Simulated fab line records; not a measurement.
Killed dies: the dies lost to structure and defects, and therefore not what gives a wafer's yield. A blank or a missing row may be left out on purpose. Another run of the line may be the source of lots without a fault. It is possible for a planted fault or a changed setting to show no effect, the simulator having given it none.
Problem report, 8D (eight disciplines) form, completed by code || flow n5 finfet || the parts of the form that need people (team, actions taken, sign-off) are left out

1. WHAT WENT WRONG
At N5_HKMG_FIN_ETCH_35, run length s averages 328.9 s over 3 wafers from 3 lots, while fault-free wafers read 266.5 s, standard deviation 0.45. So: +99 or more standard deviations from the usual mean.
The step: etches SOC in N2/H2, target depth 215.8 nm, time 243.4 s.
Earliest sighting: wafer L113.1 on rie diel-06 at day 8 05:01. The record has a number at this step for 19 wafers belonging to 7 lots. By rule, "out" or "out of limits" means more than 4 standard deviations away from the usual mean. The other wafers with a number count as sound.

2. WHAT IT IS, WHAT IT ISN'T
{"question": "which readings at this step", "is": "run length s", "is not": "bias w, drypump motor current A, oes product au, rf vpp V, showerhead plenum p Torr, throttle valve pct"}
{"question": "which lots", "is": "L113, L115, L117", "is not": "L107, L119, L120, L997"}
{"question": "which wafers of those lots", "is": "L113.1, L115.6, L117.1", "is not": "L113.5, L115.2, L115.5, L117.3"}
{"question": "read on which tools", "is": "rie diel-06", "is not": "rie diel-04"}
{"question": "when", "is": "from day 8 05:01", "is not": "up to then (7 sound wafers); but 9 sound wafers of L115, L117, L119, L120 came after"}

3. SUSPECTS, AND WHAT RULES EACH OUT
Counting: any tool at a process step up to the reading remains a suspect provided it ran every lot that is out. Sound lots after the first of them don't rule it out here, since some wafers of a struck lot are sound.
- rie diel-06 at N5_HKMG_FIN_DESCUM_17 (chemistry O2, time 7.9 s): kept. Ran every lot that is out, first one L113 (day 8 04:43); last sound lot up to then L107 (day 6 14:40).
- rie diel-06 at N5_HKMG_FIN_ETCH_31 (etches SiARC in CF4, target depth 45.5 nm, time 75.8 s): kept. Ran every lot that is out, first one L113 (day 8 04:44); last sound lot up to then L107 (day 6 14:42).
- rie diel-06 at N5_HKMG_FIN_ETCH_32 (etches SOC in N2/H2, target depth 240 nm, time 300 s): kept. Ran every lot that is out, first one L113 (day 8 04:48); last sound lot up to then L107 (day 6 14:45).
- rie diel-06 at N5_HKMG_FIN_STRIP_34 (strips in CF4): kept. Ran every lot that is out, first one L113 (day 8 04:59); last sound lot up to then L107 (day 6 14:56).
- rie diel-06 at N5_HKMG_FIN_ETCH_35 (etches SOC in N2/H2, target depth 215.8 nm, time 243.4 s): kept. Ran every lot that is out, first one L113 (day 8 05:01); last sound lot up to then L107 (day 6 14:58). Its own run length s readings are out on those wafers.
Left after counting: rie diel-06 at N5_HKMG_FIN_DESCUM_17, rie diel-06 at N5_HKMG_FIN_ETCH_31, rie diel-06 at N5_HKMG_FIN_ETCH_32, rie diel-06 at N5_HKMG_FIN_STRIP_34, rie diel-06 at N5_HKMG_FIN_ETCH_35.

4. THE CAUSE (what the simulator had put in)
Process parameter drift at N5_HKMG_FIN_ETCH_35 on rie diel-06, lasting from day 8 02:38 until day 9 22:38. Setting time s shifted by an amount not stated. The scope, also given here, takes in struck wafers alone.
This tool is one of the 5 suspects left after counting.

5. SEQUENCE OF EFFECTS, ordered by route
Rows list readings where the struck wafers' mean (over those with a number) sits beyond 3 standard deviations from the usual. Only readings for which the record gives a usual standard deviation are gone through. hours: the time from each lot's start at the first step in this table that gives one to its start at this step, as a median over the lots. sigmas: the change in usual standard deviations.
{"hours": 0, "step": "N5_HKMG_FIN_ETCH_35", "reading": "run length s", "usual": "266.5 s", "on struck wafers": 328.9, "change": "+62.4", "sigmas": "+99 or more"}
Process steps it contains:
- N5_HKMG_FIN_ETCH_35: etches SOC in N2/H2, target depth 215.8 nm, time 243.4 s.
Later measuring or inspecting steps at which every struck wafer that the step has a row for has a number for every such reading, and none has moved that far: N5_BEOL_M4_RC_MEAS_101.

6. WHAT WOULD HAVE CAUGHT IT SOONER
First out-of-limits reading in this record: day 8 05:01, which is 2 hours after fault onset at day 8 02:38.
